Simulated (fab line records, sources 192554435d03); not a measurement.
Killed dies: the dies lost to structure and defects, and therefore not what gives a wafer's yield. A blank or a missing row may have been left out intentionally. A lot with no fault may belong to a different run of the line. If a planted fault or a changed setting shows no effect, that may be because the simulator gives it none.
Chamber matching ; flow n5Finfet ; N5_BEOL_M0_SAQP_PECVD_00 on pecvd-03: 3 sister chambers
The step deposits SiCN from 3MS/NH3, target thk 8 nm, time 14 s. 14 wafers are shown with their chamber, then 7 later ones without.

== EACH WAFER AND ITS CHAMBER ==
wafer;chamber;showerheadVppV (V);throttleValvePct (%);showerheadPlenumPTorr (Torr)
L076.2;1;909;9.1;3.661
L076.3;2;946;8.5;3.674
L076.6;0;847;9.8;3.653
L077.1;2;931;8.3;3.687
L077.2;1;897;8.9;3.674
L077.4;2;920;8.3;3.688
L086.1;2;946;8.4;3.678
L086.2;0;833;9.7;3.651
L086.5;1;919;9.3;3.667
L090.1;1;913;8.8;3.668
L090.2;2;935;8.4;3.688
L090.6;0;829;9.5;3.660
L091.4;0;838;9.6;3.654
L091.5;1;915;9.1;3.664

SIGNATURES, as means of the wafers listed above
reading;chamber 0;chamber 1;chamber 2;scatter within a chamber
showerheadVppV;836.75;910.60;935.60;9.27
throttleValvePct;9.650;9.040;8.380;0.145
showerheadPlenumPTorr;3.65450;3.66680;3.68300;0.00532
Rule: distance of a wafer from a chamber = root of the sum over the readings of ((wafer's reading minus chamber's mean) / reading's scatter) squared. The wafer belongs to the nearest chamber; if the next one is less than 2 further off, it can't be placed. The scatter: the root of (the sum of the squares of (reading less its chamber's mean) over the shown wafers, divided by (wafers less chambers)).

== WAFERS MISSING THEIR CHAMBER ==
wafer;showerheadVppV (V);throttleValvePct (%);showerheadPlenumPTorr (Torr)
L091.6;918;8.6;3.666
L095.2;849;9.7;3.662
L095.4;913;8.0;3.679
L095.5;922;9.4;3.664
L094.1;845;9.6;3.655
L094.3;902;9.1;3.675
L094.6;913;8.7;3.666

== WHICH CHAMBER EACH WENT THROUGH ==
wafer;from the rows above;in truth
L091.6;can't be placed: 1 or 2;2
L095.2;0;0
L095.4;2;2
L095.5;1;1
L094.1;0;0
L094.3;1;1
L094.6;1;1
Correct placement for 6 of the 7. From these rows, 1 cannot be placed; in 1 the true chamber is one of the candidates. 0 placed wrongly.
